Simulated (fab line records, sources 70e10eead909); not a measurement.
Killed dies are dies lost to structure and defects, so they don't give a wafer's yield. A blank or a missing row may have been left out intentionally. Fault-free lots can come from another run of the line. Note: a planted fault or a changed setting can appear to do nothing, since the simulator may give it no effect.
Which tool was responsible? / flow nandHarc / 12 lots, 36 wafers sampled, at 6 steps of a route of 1302

WHAT EACH GAUGE READ, for each wafer
NHARC_A_M1_CD_MEAS_09: the cd target is 120 nm. Usual: cdNm reads 119.4 nm (standard deviation 0.98).
lot=L394; measured=day 22 22:46; on=cdSem-03; cdNm (nm)=120.4 120.0 120.0; flag=
lot=L400; measured=day 25 10:39; on=cdSem-03; cdNm (nm)=118.1 118.7 119.1; flag=
lot=L401; measured=day 26 12:59; on=cdSem-01; cdNm (nm)=112.9 113.7 112.5; flag=OFF
lot=L402; measured=day 27 02:14; on=cdSem-02; cdNm (nm)=113.6 114.1 118.0; flag=OFF
lot=L405; measured=day 27 07:53; on=cdSem-02; cdNm (nm)=120.1 119.8 120.4; flag=
lot=L410; measured=day 29 15:17; on=cdSem-02; cdNm (nm)=121.5 121.3 120.6; flag=
lot=L413; measured=day 30 15:23; on=cdSem-02; cdNm (nm)=120.6 121.4 120.7; flag=
lot=L411; measured=day 30 19:09; on=cdSem-03; cdNm (nm)=118.8 119.3 119.1; flag=
lot=L412; measured=day 30 23:03; on=cdSem-01; cdNm (nm)=119.5 119.8 119.0; flag=
lot=L415; measured=day 31 12:03; on=cdSem-02; cdNm (nm)=118.2 119.0 117.8; flag=
lot=L414; measured=day 31 14:56; on=cdSem-03; cdNm (nm)=119.8 119.4 119.6; flag=
lot=L416; measured=day 32 22:11; on=cdSem-02; cdNm (nm)=120.4 119.7 120.1; flag=

NHARC_END_SORT_01. Usual: defectLimitedYield 90.7 %, standard deviation 2.7; killedAtArray 58, standard deviation 19; killedAtOther 1.1, standard deviation 1.2; killedAtPeriphery 3.8, standard deviation 2.4; killedDies 63, standard deviation 18; killedOpen 3.3, standard deviation 1.8; killedShort 2.2, standard deviation 1.6.
lot=L394; measured=day 24 10:16; on=prober-01; defectLimitedYield (%)=93.6 93.1 92.6; killedAtArray=41 46 47; killedAtOther=1 0 0; killedAtPeriphery=1 1 3; killedDies=43 47 50; killedOpen=4 1 7; killedShort=2 3 2; flag=
lot=L401; measured=day 28 02:10; on=prober-02; defectLimitedYield (%)=89.8 92.6 89.1; killedAtArray=63 45 72; killedAtOther=2 2 0; killedAtPeriphery=4 3 2; killedDies=69 50 74; killedOpen=4 5 4; killedShort=3 2 3; flag=
lot=L402; measured=day 28 13:51; on=prober-01; defectLimitedYield (%)=95.9 95.4 96.8; killedAtArray=22 21 20; killedAtOther=0 1 0; killedAtPeriphery=6 9 2; killedDies=28 31 22; killedOpen=6 3 2; killedShort=2 3 3; flag=
lot=L410; measured=day 31 05:08; on=prober-01; defectLimitedYield (%)=86.9 90.1 90.5; killedAtArray=82 64 55; killedAtOther=4 0 3; killedAtPeriphery=3 3 6; killedDies=89 67 64; killedOpen=3 4 2; killedShort=5 2 1; flag=
lot=L413; measured=day 32 04:50; on=prober-02; defectLimitedYield (%)=89.5 90.3 90.0; killedAtArray=64 63 66; killedAtOther=1 0 0; killedAtPeriphery=6 3 2; killedDies=71 66 68; killedOpen=2 0 2; killedShort=6 1 1; flag=
lot=L411; measured=day 32 18:20; on=prober-01; defectLimitedYield (%)=88.9; killedAtArray=71; killedAtOther=1; killedAtPeriphery=3; killedDies=75; killedOpen=4; killedShort=5; flag=
lot=L412; measured=day 32 08:07; on=prober-01; defectLimitedYield (%)=94.7 93.9 94.8; killedAtArray=27 27 28; killedAtOther=0 1 0; killedAtPeriphery=9 13 7; killedDies=36 41 35; killedOpen=2 3 2; killedShort=6 4 2; flag=
lot=L414; measured=day 33 03:55; on=prober-02; defectLimitedYield (%)=89.7 89.8 90.0; killedAtArray=65 63 65; killedAtOther=0 1 1; killedAtPeriphery=5 5 2; killedDies=70 69 68; killedOpen=4 4 2; killedShort=4 4 2; flag=

WHAT TOOL EACH LOT RAN ON (gives the tool, then ch and the chambers of the sampled wafers, and finally the start)
lot=L394; NHARC_A_M0_ANNEAL_30=rtpAnneal-01 ch 0, day 22 20:30; NHARC_A_M0_CMP_23=cmp-03 ch 0,2,3, day 22 20:51; NHARC_A_M1_PEB_07=lithoTrack-01 ch 0, day 22 22:41; NHARC_A_M1_ETCH_28=rieDiel-08 ch 1,2,3, day 24 10:16 or earlier
lot=L400; NHARC_A_M0_ANNEAL_30=rtpAnneal-01 ch 0, day 25 08:18; NHARC_A_M0_CMP_23=cmp-02 ch 0,1, day 25 08:40; NHARC_A_M1_PEB_07=lithoTrack-06 ch 0, day 25 10:34; NHARC_A_M1_ETCH_28=rieDiel-08 ch 0,3, no start
lot=L401; NHARC_A_M0_ANNEAL_30=rtpAnneal-01 ch 0, day 26 10:53; NHARC_A_M0_CMP_23=cmp-01 ch 1,2,3, day 26 11:14; NHARC_A_M1_PEB_07=lithoTrack-06 ch 0, day 26 12:54; NHARC_A_M1_ETCH_28=rieDiel-07 ch 1,2,3, day 28 02:10 or earlier
lot=L402; NHARC_A_M0_ANNEAL_30=rtpAnneal-01 ch 0, day 27 00:07; NHARC_A_M0_CMP_23=cmp-01 ch 1,2, day 27 00:26; NHARC_A_M1_PEB_07=lithoTrack-06 ch 0, day 27 02:10; NHARC_A_M1_ETCH_28=rieDiel-07 ch 1,2, day 28 13:51 or earlier
lot=L405; NHARC_A_M0_ANNEAL_30=rtpAnneal-01 ch 0, day 27 05:40; NHARC_A_M0_CMP_23=cmp-01 ch 0,1,2, day 27 06:01; NHARC_A_M1_PEB_07=lithoTrack-01 ch 0, day 27 07:49; NHARC_A_M1_ETCH_28=rieDiel-08 ch 1,2,3, no start
lot=L410; NHARC_A_M0_ANNEAL_30=rtpAnneal-02 ch 0, day 29 13:11; NHARC_A_M0_CMP_23=cmp-03 ch 0,1,3, day 29 13:30; NHARC_A_M1_PEB_07=lithoTrack-01 ch 0, day 29 15:12; NHARC_A_M1_ETCH_28=rieDiel-08 ch 1,2,3, day 31 05:08 or earlier
lot=L413; NHARC_A_M0_ANNEAL_30=rtpAnneal-01 ch 0, day 30 13:13; NHARC_A_M0_CMP_23=cmp-01 ch 0,1,2, day 30 13:35; NHARC_A_M1_PEB_07=lithoTrack-01 ch 0, day 30 15:18; NHARC_A_M1_ETCH_28=rieDiel-12 ch 0,1,3, day 32 04:50 or earlier
lot=L411; NHARC_A_M0_ANNEAL_30=rtpAnneal-01 ch 0, day 30 17:04; NHARC_A_M0_CMP_23=cmp-02 ch 1,2,3, day 30 17:29; NHARC_A_M1_PEB_07=lithoTrack-06 ch 0, day 30 19:04; NHARC_A_M1_ETCH_28=rieDiel-12 ch 1,2,3, day 32 18:20 or earlier
lot=L412; NHARC_A_M0_ANNEAL_30=rtpAnneal-01 ch 0, day 30 20:53; NHARC_A_M0_CMP_23=cmp-03 ch 0,1,3, day 30 21:12; NHARC_A_M1_PEB_07=lithoTrack-06 ch 0, day 30 22:58; NHARC_A_M1_ETCH_28=rieDiel-08 ch 0,1,3, day 32 08:07 or earlier
lot=L415; NHARC_A_M0_ANNEAL_30=rtpAnneal-01 ch 0, day 31 09:52; NHARC_A_M0_CMP_23=cmp-01 ch 0,1,3, day 31 10:16; NHARC_A_M1_PEB_07=lithoTrack-06 ch 0, day 31 11:58; NHARC_A_M1_ETCH_28=rieDiel-08 ch 0,3, no start
lot=L414; NHARC_A_M0_ANNEAL_30=rtpAnneal-02 ch 0, day 31 12:45; NHARC_A_M0_CMP_23=cmp-01 ch 0,1,2, day 31 13:02; NHARC_A_M1_PEB_07=lithoTrack-01 ch 0, day 31 14:52; NHARC_A_M1_ETCH_28=rieDiel-12 ch 1,2, day 33 03:55 or earlier
lot=L416; NHARC_A_M0_ANNEAL_30=rtpAnneal-02 ch 0, day 32 20:01; NHARC_A_M0_CMP_23=cmp-02 ch 2,3, day 32 20:19; NHARC_A_M1_PEB_07=lithoTrack-04 ch 0, day 32 22:06; NHARC_A_M1_ETCH_28=rieDiel-12 ch 1,3, no start
- NHARC_A_M0_ANNEAL_30: time 90 s.
- NHARC_A_M0_CMP_23: polishes, t overpolish 20 s, target thk 113.75 nm.
- NHARC_A_M1_PEB_07: peb time 65 s.
- NHARC_A_M1_ETCH_28: etches the open film in CF4/N2, target depth 30 nm, time 72.99 s.

WHAT THE TOOLS THEMSELVES READ (means of the sampled wafers that have a number; where no wafer has one, the mark that the record gives instead)
NHARC_A_M0_ANNEAL_30. Usual: wafer_temp_C_max reads 225.94 (standard deviation 0.29).
lot=L394 tool=rtpAnneal-01 wafer_temp_C_max=226.20 flag=
lot=L400 tool=rtpAnneal-01 wafer_temp_C_max=226.26 flag=
lot=L401 tool=rtpAnneal-01 wafer_temp_C_max=226.11 flag=
lot=L402 tool=rtpAnneal-01 wafer_temp_C_max=226.10 flag=
lot=L405 tool=rtpAnneal-01 wafer_temp_C_max=226.06 flag=
lot=L410 tool=rtpAnneal-02 wafer_temp_C_max=225.62 flag=
lot=L413 tool=rtpAnneal-01 wafer_temp_C_max=226.22 flag=
lot=L411 tool=rtpAnneal-01 wafer_temp_C_max=226.24 flag=
lot=L412 tool=rtpAnneal-01 wafer_temp_C_max=226.14 flag=
lot=L415 tool=rtpAnneal-01 wafer_temp_C_max=226.11 flag=
lot=L414 tool=rtpAnneal-02 wafer_temp_C_max=225.88 flag=
lot=L416 tool=rtpAnneal-02 wafer_temp_C_max=225.66 flag=

NHARC_A_M0_CMP_23. Usual: motorCurrentA 12.1 A, standard deviation 1.3; slurryFilterDpKPa 13.49 kPa, standard deviation 0.14; timeToEndpointS 29.3 s, standard deviation 2.9.
lot=L394; tool=cmp-03; motorCurrentA (A)=11.7; slurryFilterDpKPa (kPa)=13.46; timeToEndpointS (s)=28.4; flag=
lot=L400; tool=cmp-02; motorCurrentA (A)=11.1; slurryFilterDpKPa (kPa)=13.52; timeToEndpointS (s)=27.7; flag=
lot=L401; tool=cmp-01; motorCurrentA (A)=12.2; slurryFilterDpKPa (kPa)=13.59; timeToEndpointS (s)=26.8; flag=
lot=L402; tool=cmp-01; motorCurrentA (A)=12.7; slurryFilterDpKPa (kPa)=13.56; timeToEndpointS (s)=27.9; flag=
lot=L405; tool=cmp-01; motorCurrentA (A)=12.6; slurryFilterDpKPa (kPa)=13.57; timeToEndpointS (s)=25.2; flag=
lot=L410; tool=cmp-03; motorCurrentA (A)=11.8; slurryFilterDpKPa (kPa)=13.45; timeToEndpointS (s)=31.3; flag=
lot=L413; tool=cmp-01; motorCurrentA (A)=13.0; slurryFilterDpKPa (kPa)=13.61; timeToEndpointS (s)=29.2; flag=
lot=L411; tool=cmp-02; motorCurrentA (A)=12.6; slurryFilterDpKPa (kPa)=13.55; timeToEndpointS (s)=31.8; flag=
lot=L412; tool=cmp-03; motorCurrentA (A)=11.4; slurryFilterDpKPa (kPa)=13.66; timeToEndpointS (s)=31.9; flag=
lot=L415; tool=cmp-01; motorCurrentA (A)=12.0; slurryFilterDpKPa (kPa)=13.41; timeToEndpointS (s)=28.5; flag=
lot=L414; tool=cmp-01; motorCurrentA (A)=12.8; slurryFilterDpKPa (kPa)=13.55; timeToEndpointS (s)=29.6; flag=
lot=L416; tool=cmp-02; motorCurrentA (A)=12.5; slurryFilterDpKPa (kPa)=13.61; timeToEndpointS (s)=31.1; flag=

NHARC_A_M1_PEB_07. Usual: exhaustPa 45.0 Pa, standard deviation 0.94; heaterPowerTotalW 156.6 W, standard deviation 0.43.
lot=L394; tool=lithoTrack-01; exhaustPa (Pa)=43.6; heaterPowerTotalW (W)=156.7; flag=
lot=L400; tool=lithoTrack-06; exhaustPa (Pa)=45.0; heaterPowerTotalW (W)=156.8; flag=
lot=L401; tool=lithoTrack-06; exhaustPa (Pa)=45.3; heaterPowerTotalW (W)=169.2; flag=OFF
lot=L402; tool=lithoTrack-06; exhaustPa (Pa)=45.1; heaterPowerTotalW (W)=164.8; flag=OFF
lot=L405; tool=lithoTrack-01; exhaustPa (Pa)=46.9; heaterPowerTotalW (W)=156.5; flag=
lot=L410; tool=lithoTrack-01; exhaustPa (Pa)=46.2; heaterPowerTotalW (W)=156.4; flag=
lot=L413; tool=lithoTrack-01; exhaustPa (Pa)=46.2; heaterPowerTotalW (W)=156.9; flag=
lot=L411; tool=lithoTrack-06; exhaustPa (Pa)=45.3; heaterPowerTotalW (W)=156.6; flag=
lot=L412; tool=lithoTrack-06; exhaustPa (Pa)=45.2; heaterPowerTotalW (W)=156.7; flag=
lot=L415; tool=lithoTrack-06; exhaustPa (Pa)=45.6; heaterPowerTotalW (W)=156.8; flag=
lot=L414; tool=lithoTrack-01; exhaustPa (Pa)=45.2; heaterPowerTotalW (W)=156.7; flag=
lot=L416; tool=lithoTrack-04; exhaustPa (Pa)=45.1; heaterPowerTotalW (W)=156.4; flag=

NHARC_A_M1_ETCH_28. Usual: chamberPressureMTorr 30.001 mTorr, standard deviation 0.03; drypumpMotorCurrentA 6.1 A, standard deviation 0.45; oesProductAu 0.995 a.u., standard deviation 0.015; rfVppV 314.0 V, standard deviation 1.8; showerheadPlenumPTorr 2.62 Torr, standard deviation 0.089; throttleValvePct 19.794 %, standard deviation 0.011.
lot=L394; tool=rieDiel-08; chamberPressureMTorr (mTorr)=30.019; drypumpMotorCurrentA (A)=6.3; oesProductAu (a.u.)=0.990; rfVppV (V)=314.0; showerheadPlenumPTorr (Torr)=2.60; throttleValvePct (%)=19.789; flag=
lot=L400; tool=rieDiel-08; chamberPressureMTorr (mTorr)=29.960; drypumpMotorCurrentA (A)=6.3; oesProductAu (a.u.)=0.995; rfVppV (V)=311.8; showerheadPlenumPTorr (Torr)=2.49; throttleValvePct (%)=19.803; flag=
lot=L401; tool=rieDiel-07; chamberPressureMTorr (mTorr)=29.999; drypumpMotorCurrentA (A)=5.6; oesProductAu (a.u.)=0.990; rfVppV (V)=313.9; showerheadPlenumPTorr (Torr)=2.62; throttleValvePct (%)=19.787; flag=
lot=L402; tool=rieDiel-07; chamberPressureMTorr (mTorr)=30.004; drypumpMotorCurrentA (A)=5.3; oesProductAu (a.u.)=0.984; rfVppV (V)=314.1; showerheadPlenumPTorr (Torr)=2.63; throttleValvePct (%)=19.797; flag=
lot=L405; tool=rieDiel-08; chamberPressureMTorr (mTorr)=29.995; drypumpMotorCurrentA (A)=6.4; oesProductAu (a.u.)=0.987; rfVppV (V)=314.3; showerheadPlenumPTorr (Torr)=2.60; throttleValvePct (%)=19.786; flag=
lot=L410; tool=rieDiel-08; chamberPressureMTorr (mTorr)=30.019; drypumpMotorCurrentA (A)=6.4; oesProductAu (a.u.)=1.005; rfVppV (V)=313.7; showerheadPlenumPTorr (Torr)=2.60; throttleValvePct (%)=19.795; flag=
lot=L413; tool=rieDiel-12; chamberPressureMTorr (mTorr)=30.009; drypumpMotorCurrentA (A)=6.3; oesProductAu (a.u.)=1.005; rfVppV (V)=313.7; showerheadPlenumPTorr (Torr)=2.65; throttleValvePct (%)=19.803; flag=
lot=L411; tool=rieDiel-12; chamberPressureMTorr (mTorr)=30.002; drypumpMotorCurrentA (A)=6.2; oesProductAu (a.u.)=1.003; rfVppV (V)=314.4; showerheadPlenumPTorr (Torr)=2.62; throttleValvePct (%)=19.810; flag=
lot=L412; tool=rieDiel-08; chamberPressureMTorr (mTorr)=30.005; drypumpMotorCurrentA (A)=6.1; oesProductAu (a.u.)=0.995; rfVppV (V)=312.9; showerheadPlenumPTorr (Torr)=2.56; throttleValvePct (%)=19.798; flag=
lot=L415; tool=rieDiel-08; chamberPressureMTorr (mTorr)=30.005; drypumpMotorCurrentA (A)=6.0; oesProductAu (a.u.)=0.989; rfVppV (V)=312.8; showerheadPlenumPTorr (Torr)=2.53; throttleValvePct (%)=19.797; flag=
lot=L414; tool=rieDiel-12; chamberPressureMTorr (mTorr)=29.997; drypumpMotorCurrentA (A)=6.2; oesProductAu (a.u.)=0.992; rfVppV (V)=313.2; showerheadPlenumPTorr (Torr)=2.61; throttleValvePct (%)=19.791; flag=
lot=L416; tool=rieDiel-12; chamberPressureMTorr (mTorr)=30.007; drypumpMotorCurrentA (A)=6.5; oesProductAu (a.u.)=0.986; rfVppV (V)=313.8; showerheadPlenumPTorr (Torr)=2.62; throttleValvePct (%)=19.790; flag=

THE ANSWER, worked out from the rows above alone
Rule: a lot counts as off when the mean over its wafers that have a number is more than 3 standard deviations away from the usual mean. Also off: a lot with no number at a reading for which 4 or more lots have one. The other lots that the step has rows for count as sound. The gauges are gone through in route order, then the tools' own readings, and for those a lot's mean is taken as printed above. The first step at which some lot is off is used, and at that step the reading that is off furthest; a lot without a number counts as furthest.
Off, at NHARC_A_M1_CD_MEAS_09 on cdNm: L401, L402.
If a tool, at a process step before that reading, ran all the lots that are off and no sound lot after the first of them, it fits. The gauges at NHARC_A_M1_CD_MEAS_09 aren't tried: what is off there is off at NHARC_A_M1_PEB_07 too, on other tools, and a gauge's error can't cause that. None of those tried fits.

WHAT HAD BEEN PUT IN BY THE SIMULATOR
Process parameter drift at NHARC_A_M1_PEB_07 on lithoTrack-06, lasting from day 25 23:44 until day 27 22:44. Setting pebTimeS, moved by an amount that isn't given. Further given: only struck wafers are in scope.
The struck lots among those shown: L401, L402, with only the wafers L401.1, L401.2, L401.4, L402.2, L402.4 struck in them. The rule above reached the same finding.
